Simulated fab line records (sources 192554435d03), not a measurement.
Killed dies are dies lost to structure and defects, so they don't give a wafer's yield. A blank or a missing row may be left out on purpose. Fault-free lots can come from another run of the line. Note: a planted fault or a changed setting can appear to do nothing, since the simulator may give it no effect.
Matching of chambers + flow n5 finfet + N5_BEOL_M12_ETCH_59 on rie diel-04: 4 sister chambers
The step etches BARC in N2/H2, target depth 89 nm, overetch 26.7 nm, time 67.9 s. 4 wafers are shown with their chamber, then 12 later ones without.

## EACH WAFER AND ITS CHAMBER
| wafer  | chamber | drypump motor current A (A) |
|--------|---------|-----------------------------|
| L088.4 | 2       | 5.66                        |
| L087.2 | 3       | 5.49                        |
| L089.3 | 0       | 5.41                        |
| L089.6 | 1       | 5.73                        |

## WAFERS WITHOUT THEIR CHAMBER
| wafer  | drypump motor current A (A) |
|--------|-----------------------------|
| L092.1 | 5.40                        |
| L092.2 | 5.76                        |
| L092.3 | 5.52                        |
| L094.1 | 5.76                        |
| L094.4 | 5.41                        |
| L094.5 | 5.53                        |
| L096.1 | 5.71                        |
| L096.2 | 5.52                        |
| L096.4 | 5.51                        |
| L095.2 | 5.68                        |
| L095.4 | 5.41                        |
| L095.6 | 5.53                        |

## THE CHAMBER EACH PASSED THROUGH
| wafer  | from the rows above     | in truth |
|--------|-------------------------|----------|
| L092.1 | 0                       | 0        |
| L092.2 | 1                       | 1        |
| L092.3 | 3                       | 3        |
| L094.1 | 1                       | 1        |
| L094.4 | 0                       | 0        |
| L094.5 | 3                       | 3        |
| L096.1 | can't be placed: 1 or 2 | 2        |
| L096.2 | 3                       | 3        |
| L096.4 | 3                       | 3        |
| L095.2 | can't be placed: 2 or 1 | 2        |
| L095.4 | 0                       | 0        |
| L095.6 | 3                       | 3        |
Correct placement for 10 of the 12. Cannot be placed on the basis of these rows: 2; the candidates contain the true chamber in 2. Placed wrongly: 0.
How it was worked out, from the rows above alone: a wafer's distance from a chamber is the root of the sum, over the readings, of the square of ((its reading less the chamber's mean) divided by the reading's scatter). The wafer belongs to the nearest chamber; if the next one is less than 2 further off, it can't be placed. Each chamber's mean is taken over the wafers shown for it. The scatter: with one shown wafer a chamber, the root of the mean of the squares of how far each hidden wafer lies from its nearest shown one.
